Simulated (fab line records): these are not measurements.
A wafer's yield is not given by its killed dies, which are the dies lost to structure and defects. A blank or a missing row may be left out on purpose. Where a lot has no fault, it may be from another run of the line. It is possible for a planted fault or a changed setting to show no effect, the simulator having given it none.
fab line records	flow n5Finfet
record: lots: 7	wafers: 19	lastDay: 18
route steps=1938 shown BEOL_M2@872 BEOL_M4@1111 PASSIVATION@1936
lots that met no fault: taken from a fault-free run of the same line
startH: hours from the record's opening day to when the first of the lot's shown wafers began	waitH: hours since the lot's step before	" identical to the entry in the row above	L1.1+2: a row that stands for several wafers	- either no value or no given start	* or withheld: withheld	< > ~ a bound
route shown NAME@n: a module of which the file shows steps, and the number in the route of the first	usual: mean/standard deviation taken from wafers without a fault	same: alike in all rows	chamber/n: place in a boat	sites: per-site readings	_std_site: the values' standard deviation	_edge_site: the outer-site mean with the inner-site mean subtracted	radiusMm: how far each site lies from the wafer's centre	mask NAME#n: copy n	behind: the most recent tool/chamber to have shaped the wafer	hold: the reason the lot was held/the length of the hold in hours/how it ended	device: transistor that didn't switch, given as n, p or np	end of line: the route-end tests of the same wafers	a step without rows: its recipe alone	killed: at the first sort, the dies lost to defects and structure; wafer yield is something else	map: dies across one wafer; x = killed, . = not, _ = none there
set.NAME: the setting as run; set.NAME@STEP: as run at that earlier step	model.NAME: the simulator's own value behind a step, which no gauge read
lots seen at some steps along the route; tables by step, rows by wafer
services: a tool's chamber out of use, with start hour (startH, from the record's first day; less than 0 if before it), hours out, and reason
== steps ==
step: N5_BEOL_M2_SOFTBAKE_23
recipe: tempC: 110	timeS: 60	resist: CAR-EUV
step: N5_BEOL_M2_EXPOSE_25
recipe: maskId: V1	na: 0.33	sourceShape: quasar	sigmaInner: 0.2	sigmaOuter: 0.8	polarization: unpolarized	defocusNm: 5	doseMj: 63
step: N5_BEOL_M2_PEB_26
recipe: pebTempC: 100	pebTimeS: 60	resist: CAR-EUV
step: N5_BEOL_M2_DEVELOP_27
recipe: developTimeS: 30	developer: TMAH	resist: CAR-EUV	rinseLiquid: surfactantRinse	dry: airSpin	devTempC: 23
step: N5_BEOL_M2_CD_MEAS_28
recipe: targetCdNm: 26.2	landingEnergyEv: 500	detector: seInlens	targetCdYNm: 24.1	polarity: opening
usual: cdNm: 26.13/0.24
lot.wafer	tool	chamber	startH	waitH	cdNm
L837.1	cdSem-02	0	152.04	-	26.28
L837.3	"	0	"	"	26.53
L837.4	"	0	"	"	26.41
L844.1	cdSem-03	0	195.87	-	25.74
L844.5	"	0	"	"	25.84
L844.6	"	0	"	"	25.89
L852.4	cdSem-02	0	245.33	-	26.00
L852.6	"	0	"	"	26.21
L853.3	cdSem-01	0	254.64	-	25.87
L853.6	"	0	"	"	26.29
L855.3	cdSem-02	0	264.39	-	26.48
L855.4	"	0	"	"	26.20
L855.6	"	0	"	"	25.92
L854.1	cdSem-02	0	264.60	-	25.98
L854.2	"	0	"	"	26.19
L854.6	"	0	"	"	26.11
L858.2	cdSem-03	0	275.09	-	26.73
L858.4	"	0	"	"	26.34
L858.6	"	0	"	"	26.67
step: N5_BEOL_M2_OVL_MEAS_29
recipe: pointsPerWafer: 522
usual: V1_OVL: 0.1/0.71
same: pointsPerWafer: 522
lot.wafer	tool	chamber	startH	waitH	V1_OVL[nm]
L837.1	overlay-01	0	152.07	0.0	0.8
L837.3	"	0	"	"	1.1
L837.4	"	0	"	"	-0.2
L844.1	overlay-02	0	195.90	0.0	0.2
L844.5	"	0	"	"	0.0
L844.6	"	0	"	"	0.4
L852.4	overlay-01	0	245.38	0.0	0.0
L852.6	"	0	"	"	-0.4
L853.3	overlay-02	0	254.68	0.0	0.4
L853.6	"	0	"	"	0.7
L855.3	overlay-02	0	264.43	0.0	-1.3
L855.4	"	0	"	"	-1.3
L855.6	"	0	"	"	-1.6
L854.1	overlay-02	0	264.63	0.0	0.4
L854.2	"	0	"	"	-0.3
L854.6	"	0	"	"	-0.5
L858.2	overlay-01	0	275.14	0.0	0.2
L858.4	"	0	"	"	-0.6
L858.6	"	0	"	"	0.8
step: N5_BEOL_M2_INSPECT_30
recipe: mode: adi	inspectInstrument: brightfield
usual: rawDefectCount: 410/93
lot.wafer	tool	chamber	startH	waitH	rawDefectCount
L837.1	defectInspect-01	-	152.13	0.1	567
L837.3	"	-	"	"	618
L837.4	"	-	"	"	463
L844.1	defectInspect-01	-	195.96	0.1	396
L844.5	"	-	"	"	372
L844.6	"	-	"	"	455
L852.4	defectInspect-02	-	245.42	0.0	498
L852.6	"	-	"	"	626
L853.3	defectInspect-01	-	254.72	0.0	441
L853.6	"	-	"	"	354
L855.3	defectInspect-02	-	264.47	0.0	319
L855.4	"	-	"	"	369
L855.6	"	-	"	"	260
L854.1	defectInspect-02	-	264.69	0.1	434
L854.2	"	-	"	"	332
L854.6	"	-	"	"	343
L858.2	defectInspect-02	-	275.20	0.1	518
L858.4	"	-	"	"	314
L858.6	"	-	"	"	453
step: N5_BEOL_M2_DESCUM_33
recipe: chemistry: O2	timeS: 7	sourcePowerW: 50	biasPowerW: 20	pressureMtorr: 20	rfFrequencyHz: 2.712e+07	tempC: 40	resist: CAR-EUV	o2FlowSccm: 225
usual: drypumpMotorCurrentA: 5.9/0.5	oesProductAu: 0.80/0.075	rfVppV: 244.0/1.3	showerheadPlenumPTorr: 2.15/0.064	throttleValvePct: 20.4/0.36
lot.wafer	tool	chamber	startH	waitH	drypumpMotorCurrentA	oesProductAu	rfHoursCounterH	rfVppV	showerheadPlenumPTorr	throttleValvePct
L837.1	rieDiel-05	3	152.17	0.0	5.8	0.72	210	244.6	2.16	20.0
L837.3	"	0	"	"	6.2	0.92	23	245.6	2.23	20.1
L837.4	"	2	"	"	5.4	0.86	67	242.3	2.02	20.0
L844.1	rieDiel-04	1	196.13	0.2	5.8	0.68	235	245.0	2.13	20.1
L844.5	"	3	"	"	6.3	0.82	-	241.9	2.13	20.2
L844.6	"	0	"	"	5.0	0.86	-	242.0	2.07	20.9
L852.4	rieDiel-04	3	245.47	0.0	6.2	0.81	-	243.6	2.13	20.3
L852.6	"	2	"	"	6.3	0.79	-	244.3	2.22	20.6
L853.3	rieDiel-05	1	254.76	0.0	5.8	0.73	175	244.8	2.20	21.1
L853.6	"	1	"	"	5.8	0.72	-	245.1	2.20	21.1
L855.3	rieDiel-06	0	264.51	0.0	6.3	0.71	230	244.6	2.16	20.8
L855.4	"	2	"	"	5.9	0.91	29	241.9	2.03	20.0
L855.6	"	0	"	"	6.3	0.70	-	243.8	2.16	20.8
L854.1	rieDiel-04	1	264.73	0.0	5.8	1.00	4	243.4	2.13	19.9
L854.2	"	2	"	"	6.3	0.78	121	245.4	2.21	20.5
L854.6	"	3	"	"	6.3	0.81	-	244.3	2.13	20.3
L858.2	rieDiel-04	1	275.23	0.0	5.8	0.97	6	243.2	2.12	19.9
L858.4	"	3	"	"	6.3	0.80	112	243.7	2.12	20.3
L858.6	"	1	"	"	5.8	0.97	-	243.7	2.12	19.9
step: N5_BEOL_M2_ETCH_77
recipe: chemistry: N2/H2	target: underlayer	targetDepthA: 65	maskMaterial: CAR-EUV	timeS: 5.2	ionEnergyEv: 200	pressureMtorr: 30	sourceW: 840	biasW: 150	n2FlowSccm: 200	h2FlowSccm: 200	ends: cleared
usual: drypumpMotorCurrentA: 5.9/0.5	etchRfOnTimeS: 5.15/0.12	oesProductAu: 0.68/0.062	rfVppV: 525.8/2.5	showerheadPlenumPTorr: 2.61/0.08	throttleValvePct: 17.8/0.33
lot.wafer	tool	chamber	startH	waitH	drypumpMotorCurrentA	etchRfOnTimeS	oesProductAu	rfHoursCounterH	rfVppV	showerheadPlenumPTorr	throttleValvePct
L837.1	rieDiel-05	3	152.20	0.0	5.8	5.18	0.61	210	526.7	2.60	17.3
L837.3	"	0	"	"	6.2	5.16	0.77	23	526.0	2.67	17.3
L837.4	"	2	"	"	5.4	5.04	0.71	67	522.9	2.48	17.5
L844.1	rieDiel-04	1	196.16	0.0	5.8	5.55	0.57	235	526.9	2.63	17.8
L844.5	"	3	"	"	6.3	5.16	0.70	-	523.8	2.59	17.8
L844.6	"	0	"	"	5.0	5.18	0.74	-	523.4	2.44	17.7
L852.4	rieDiel-04	3	245.49	0.0	6.2	5.05	0.70	-	521.8	2.59	17.8
L852.6	"	2	"	"	6.3	5.08	0.67	-	526.7	2.69	18.0
L853.3	rieDiel-05	1	254.79	0.0	5.9	5.13	0.63	175	525.2	2.64	18.3
L853.6	"	1	"	"	5.8	5.13	0.62	-	527.4	2.64	18.3
L855.3	rieDiel-06	0	264.54	0.0	6.4	5.24	0.60	230	525.3	2.63	18.3
L855.4	"	2	"	"	5.9	5.19	0.76	29	519.5	2.46	17.3
L855.6	"	0	"	"	6.4	5.28	0.59	-	525.6	2.62	18.2
L854.1	rieDiel-04	1	264.76	0.0	5.8	5.42	0.81	4	525.4	2.62	17.5
L854.2	"	2	"	"	6.3	5.15	0.66	121	526.9	2.69	18.0
L854.6	"	3	"	"	6.3	5.07	0.68	-	526.9	2.58	17.8
L858.2	rieDiel-04	1	275.27	0.0	5.8	5.31	0.82	6	527.5	2.62	17.6
L858.4	"	3	"	"	6.3	5.07	0.68	112	525.6	2.58	17.8
L858.6	"	1	"	"	5.8	5.38	0.81	-	525.2	2.62	17.5
step: N5_BEOL_M2_ETCH_69
recipe: chemistry: CF4	target: SiARC	targetDepthA: 156	maskMaterial: CAR-EUV	timeS: 26	ionEnergyEv: 80	pressureMtorr: 40	sourceW: 545	biasW: 36	Ar_flow_sccm: 100	cf4FlowSccm: 100	ends: cleared
usual: drypumpMotorCurrentA: 5.9/0.5	etchRfOnTimeS: 25.7/0.69	oesProductAu: 0.68/0.064	rfVppV: 184.7/1.2	showerheadPlenumPTorr: 2.19/0.055	throttleValvePct: 15.55/0.23
lot.wafer	tool	chamber	startH	waitH	drypumpMotorCurrentA	etchRfOnTimeS	oesProductAu	rfHoursCounterH	rfVppV	showerheadPlenumPTorr	throttleValvePct
L837.1	rieDiel-05	3	152.22	0.0	5.9	26.2	0.62	210	186.0	2.20	15.35
L837.3	"	0	"	"	6.2	26.4	0.76	23	184.8	2.26	15.22
L837.4	"	2	"	"	5.4	25.2	0.72	67	183.4	2.11	15.41
L844.1	rieDiel-04	1	196.18	0.0	5.8	27.0	0.57	235	184.5	2.21	15.59
L844.5	"	3	"	"	6.3	25.7	0.70	-	182.9	2.16	15.29
L844.6	"	0	"	"	4.9	25.6	0.74	-	183.0	2.08	15.74
L852.4	rieDiel-04	3	245.53	0.0	6.3	25.6	0.69	-	182.2	2.15	15.33
L852.6	"	2	"	"	6.3	25.6	0.68	-	185.7	2.24	15.64
L853.3	rieDiel-05	1	254.81	0.0	5.8	25.5	0.62	175	184.0	2.22	16.05
L853.6	"	1	"	"	5.8	25.6	0.63	-	185.3	2.22	16.06
L855.3	rieDiel-06	0	264.56	0.0	6.3	26.8	0.59	230	186.3	2.19	15.88
L855.4	"	2	"	"	5.9	25.6	0.77	29	182.8	2.12	15.39
L855.6	"	0	"	"	6.3	26.8	0.59	-	185.3	2.19	15.87
L854.1	rieDiel-04	1	264.78	0.0	5.8	26.8	0.82	4	184.6	2.20	15.18
L854.2	"	2	"	"	6.3	25.6	0.67	121	185.7	2.23	15.67
L854.6	"	3	"	"	6.3	25.6	0.68	-	184.7	2.15	15.35
L858.2	rieDiel-04	1	275.28	0.0	5.8	26.7	0.82	6	184.6	2.20	15.19
L858.4	"	3	"	"	6.3	25.2	0.69	112	184.8	2.15	15.35
L858.6	"	1	"	"	5.8	26.6	0.81	-	184.3	2.20	15.17
step: N5_BEOL_M2_ALD_98
recipe: material: SiO2	targetThkA: 25	tempC: 100	aldPrecursorFamily: BDEAS	aldCoReactant: O2-plasma	pulseTimeS: 1	coReactantPulseTimeS: 1	purgeTimeS: 2	coReactantPurgeTimeS: 2	aldCycles: 17	pressureTorr: 2
usual: heaterPowerW: 78/10	precursorPulseHeightRel: 0.998/0.02
same: pulseTimeS: 1
lot.wafer	tool	chamber	startH	waitH	heaterPowerW	precursorPulseHeightRel
L837.1	aldSin-01	3	152.93	0.7	102	1.006
L837.3	"	0	"	"	86	0.982
L837.4	"	2	"	"	67	0.996
L844.1	aldSin-04	2	196.26	0.1	65	1.051
L844.5	"	0	"	"	83	0.982
L844.6	"	3	"	"	77	0.979
L852.4	aldSin-04	0	245.79	0.2	84	0.983
L852.6	"	0	"	"	83	0.987
L853.3	aldSin-04	1	254.89	0.1	79	1.028
L853.6	"	1	"	"	79	1.006
L855.3	aldSin-03	1	264.64	0.1	89	0.989
L855.4	"	2	"	"	67	0.984
L855.6	"	1	"	"	90	1.022
L854.1	aldSin-03	2	264.86	0.1	66	0.987
L854.2	"	1	"	"	90	1.037
L854.6	"	3	"	"	79	0.941
L858.2	aldSin-04	1	275.53	0.2	79	0.981
L858.4	"	0	"	"	83	0.978
L858.6	"	3	"	"	78	1.001
step: N5_BEOL_M2_ETCHBACK_99
recipe: chemistry: CHF3	target: SiO2	targetDepthA: 50	timeS: 10.4	sourceW: 215	biasW: 47	Ar_flow_sccm: 200	CHF3_flow_sccm: 12	ionEnergyEv: 100	pressureMtorr: 30
usual: drypumpMotorCurrentA: 5.9/0.47	oes_ar_750_au: 0.80/0.072	oesProductAu: 0.80/0.071	rfVppV: 241/4	showerheadPlenumPTorr: 2.20/0.068	throttleValvePct: 17.0/0.31
lot.wafer	tool	chamber	startH	waitH	drypumpMotorCurrentA	oes_ar_750_au	oesProductAu	rfHoursCounterH	rfVppV	showerheadPlenumPTorr	throttleValvePct
L837.1	rieDiel-05	3	164.12	11.1	5.9	0.73	0.70	215	239	2.21	16.7
L837.3	"	0	"	"	6.2	0.90	0.88	28	239	2.27	16.6
L837.4	"	2	"	"	5.4	0.84	0.83	71	245	2.09	16.7
L844.1	rieDiel-04	3	200.41	4.1	6.3	0.82	0.82	84	241	2.16	16.7
L844.5	"	2	"	"	6.3	0.81	0.79	-	239	2.27	17.1
L844.6	"	1	"	"	5.8	0.69	0.67	-	240	2.22	17.0
L852.4	rieDiel-04	0	248.90	3.1	5.0	0.86	0.84	-	241	2.10	17.3
L852.6	"	3	"	"	6.3	0.80	0.81	-	239	2.16	16.8
L853.3	rieDiel-04	1	262.79	7.8	5.8	0.98	0.97	3	238	2.21	16.6
L853.6	"	3	"	"	6.3	0.79	0.80	-	241	2.16	16.8
L855.3	rieDiel-06	0	265.46	0.8	6.3	0.69	0.70	230	254	2.23	17.4
L855.4	"	1	"	"	6.5	0.81	0.82	77	236	2.27	17.0
L855.6	"	2	"	"	5.9	0.88	0.89	-	239	2.11	16.8
L854.1	rieDiel-04	1	265.49	0.6	5.8	0.97	0.97	4	240	2.21	16.6
L854.2	"	3	"	"	6.3	0.80	0.79	109	241	2.16	16.7
L854.6	"	2	"	"	6.3	0.78	0.78	-	241	2.26	17.2
L858.2	rieDiel-05	1	281.50	5.9	5.8	0.72	0.72	187	242	2.24	17.6
L858.4	"	2	"	"	5.4	0.79	0.79	113	245	2.08	16.8
L858.6	"	1	"	"	5.9	0.71	0.72	-	243	2.24	17.6
step: N5_BEOL_M2_ETCH_70
recipe: chemistry: N2/H2	target: SOC	targetDepthA: 800	overetchA: 240	maskMaterial: SiARC	tempC: 40	timeS: 130	ionEnergyEv: 200	pressureMtorr: 30	sourceW: 840	biasW: 150	n2FlowSccm: 200	h2FlowSccm: 200
usual: drypumpMotorCurrentA: 5.9/0.46	oesProductAu: 0.59/0.051	rfVppV: 525.4/2.3	showerheadPlenumPTorr: 2.60/0.086	throttleValvePct: 17.7/0.34
lot.wafer	tool	chamber	startH	waitH	drypumpMotorCurrentA	oesProductAu	rfHoursCounterH	rfVppV	showerheadPlenumPTorr	throttleValvePct	model.SiARC_of_BEOL_M2_COAT_68.thkNm
L837.1	rieDiel-05	3	164.15	0.0	5.9	0.52	215	526.0	2.60	17.3	6
L837.3	"	0	"	"	6.2	0.65	28	528.9	2.67	17.2	6
L837.4	"	2	"	"	5.4	0.61	71	522.8	2.48	17.5	5.6
L844.1	rieDiel-04	3	200.44	0.0	6.3	0.60	84	524.8	2.59	17.7	5.8
L844.5	"	2	"	"	6.3	0.59	-	527.1	2.70	17.9	5.8
L844.6	"	1	"	"	5.8	0.51	-	525.1	2.63	17.8	6.2
L852.4	rieDiel-04	0	248.96	0.0	5.0	0.62	-	522.7	2.44	17.7	2.8
L852.6	"	3	"	"	6.3	0.59	-	524.7	2.59	17.8	2.8
L853.3	rieDiel-04	1	262.82	0.0	5.8	0.73	3	525.7	2.62	17.5	6
L853.6	"	3	"	"	6.3	0.58	-	524.4	2.58	17.8	2.6
L855.3	rieDiel-06	0	265.49	0.0	6.3	0.52	230	526.1	2.63	18.2	5.8
L855.4	"	1	"	"	6.5	0.59	77	526.5	2.67	17.6	5.6
L855.6	"	2	"	"	5.9	0.67	-	523.5	2.46	17.2	5.8
L854.1	rieDiel-04	1	265.53	0.0	5.8	0.71	4	524.4	2.62	17.5	6.2
L854.2	"	3	"	"	6.3	0.58	109	524.9	2.58	17.7	5.8
L854.6	"	2	"	"	6.2	0.57	-	527.5	2.69	18.0	3
L858.2	rieDiel-05	1	281.53	0.0	5.8	0.53	187	526.7	2.63	18.3	5.8
L858.4	"	2	"	"	5.5	0.58	113	522.1	2.46	17.6	5.6
L858.6	"	1	"	"	5.8	0.53	-	526.6	2.63	18.3	5.6
step: N5_BEOL_M2_STRIP_71
recipe: chemistry: N2/H2	tempC: 40	n2FlowSccm: 200	h2FlowSccm: 200	rfFrequencyHz: 6e+07
step: N5_BEOL_M4_RC_MEAS_101
usual: DIBL_N: 35.3/2.5	DIBL_P: 35/3.3	IOFF_N: 0.15/0.049	IOFF_P: 0.20/0.056	ION_N: 673/16	ION_P: 462/10	SS_N: 71.2/0.85	SS_P: 73.0/0.97	VT_N: 252/4.9	VT_P: -251/5
lot.wafer	tool	chamber	startH	waitH	DIBL_N[mV/V]	DIBL_P[mV/V]	IOFF_N[nA/um]	IOFF_P[nA/um]	ION_N[uA/um]	ION_P[uA/um]	SS_N[mV/dec]	SS_P[mV/dec]	VT_N[mV]	VT_P[mV]
L837.1	prober-02	0	195.05	0.0	37.0	35	0.15	0.17	672	455	71.0	73.1	253	-253
L837.3	"	0	"	"	32.1	31	0.09	0.13	646	444	70.0	71.6	257	-255
L837.4	"	0	"	"	39.0	39	0.20	0.24	688	471	71.6	73.3	248	-252
L844.1	prober-01	0	237.08	0.0	33.0	32	0.10	0.15	654	456	70.4	72.4	258	-254
L844.5	"	0	"	"	34.3	34	0.14	0.20	669	463	71.0	72.7	252	-251
L844.6	"	0	"	"	34.1	34	0.12	0.18	671	466	70.9	72.4	253	-252
L852.4	prober-01	0	288.22	0.8	36.2	38	0.18	0.22	678	463	70.9	73.9	248	-250
L852.6	"	0	"	"	31.2	32	0.11	0.15	668	460	70.5	71.4	255	-253
L855.3	prober-02	0	292.50	0.3	35.4	35	0.12	0.16	663	454	70.5	72.1	254	-254
L855.4	"	0	"	"	35.3	34	0.13	0.16	670	451	71.0	72.5	253	-254
L855.6	"	0	"	"	31.1	30	0.08	0.11	645	447	69.2	71.3	260	-257
L853.3	prober-01	0	292.66	0.3	36.0	36	0.14	0.20	664	459	70.9	73.6	253	-252
L853.6	"	0	"	"	31.3	31	0.09	0.13	652	453	69.6	72.6	257	-257
L854.1	prober-01	0	296.93	0.0	35.4	34	0.13	0.18	655	457	70.7	72.7	253	-250
L854.2	"	0	"	"	32.5	32	0.11	0.17	658	458	69.9	73.1	254	-252
L854.6	"	0	"	"	33.8	33	0.12	0.17	659	456	70.6	73.9	253	-251
L858.2	prober-02	0	318.61	0.2	34.5	33	0.11	0.15	668	456	71.7	73.3	257	-261
L858.4	"	0	"	"	33.6	31	0.10	0.13	652	442	71.3	72.7	259	-260
L858.6	"	0	"	"	37.2	36	0.15	0.19	680	458	72.1	74.1	254	-255
step: N5_PASSIVATION_PROBE_49
usual: defectLimitedYield: 91.3/1.4	killed_at_M0_to_M3: 33/9.9	killed_at_M4_up: 15/5.6	killedAtContacts: 13/5.7	killedAtFrontEnd: 38/12	killedAtOther: 4/3.1	killedDies: 103/17	killedOpen: 66/13	killedShort: 32/7.8	sort_bin_5_function: 5.1/0.95	sort_bin_6_memory: 3.2/0.68	sortNPass: 1077/17	sortYieldPct: 91.3/1.5
same: grossDies: 1180	killedAtBackSide: 0	sort_bin_4_leakage[%]: 0	sort_bin_8_speed[%]: 0
lot.wafer	tool	chamber	startH	waitH	defectLimitedYield[%]	killed_at_M0_to_M3	killed_at_M4_up	killedAtContacts	killedAtFrontEnd	killedAtOther	killedDies	killedOpen	killedShort	sort_bin_5_function[%]	sort_bin_6_memory[%]	sortNPass	sortYieldPct[%]
L852.4	prober-01	-	389.19	0.2	89.3	35	31	11	44	5	126	83	37	6.1	4.2	1054	89.3
killed by level:class
L852.4 BEOL_M4:geometricParticle:open=19 FIN_SAQP:geometricParticle:open=14 BEOL_M3:geometricParticle:open=10 MOL_CONTACT_COAG:geometricParticle:open=8 FIN_SAQP:geometricParticle:short=7 BEOL_M4:geometricParticle:short=7 BEOL_M1:geometricParticle:open=7 BEOL_M0_SAQP:geometricParticle:open=6
== services ==
tool	chamber	startH	hours	kind
rieDiel-05	2	133.03	8.9	repair
rieDiel-04	-	137.93	0.3	repair
aldSin-03	3	142.01	13.5	repair
rieDiel-06	2	146.63	-	clean
rieDiel-06	2	146.63	18.4	scheduledDown
rieDiel-06	2	146.63	18.4	ventCycle
rieDiel-06	-	176.36	0.6	repair
aldSin-01	-	178.72	14.0	pm
aldSin-01	0	178.72	14.0	ventCycle
aldSin-01	1	178.72	14.0	ventCycle
aldSin-01	2	178.72	14.0	ventCycle
aldSin-01	3	178.72	14.0	ventCycle
aldSin-04	-	188.60	1.9	repair
aldSin-01	0	192.72	-	clean
aldSin-01	1	192.72	-	clean
aldSin-04	2	200.11	3.1	repair
aldSin-03	3	206.32	3.6	repair
aldSin-03	-	207.72	6.0	pm
rieDiel-04	1	235.11	-	clean
rieDiel-04	1	235.11	-	consumableReplace:focusRing
rieDiel-04	1	235.11	19.4	scheduledDown
rieDiel-04	1	235.11	19.4	ventCycle
aldSin-03	3	251.59	6.4	repair
rieDiel-06	0	268.22	15.3	repair
== key ==
firstSign none at tools or gauges
modelEffect: step: N5_BEOL_M2_ETCH_70	value: SiARC_of_BEOL_M2_COAT_68.thkNm	without: 5.7	struck: 2.8
metAt N5_BEOL_M2_ETCH_70
struckWafers L852.4,L852.6,L853.6,L854.6
onsetBetween 200.44 248.96
fault: kind: processParameterDrift	tool: rieDiel-04	chamber: -	onsetH: 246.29	steps: N5_BEOL_M2_ETCH_70	channel: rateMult	offset: 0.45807	shape: step	endH: 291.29	scope: struckWafersOnly
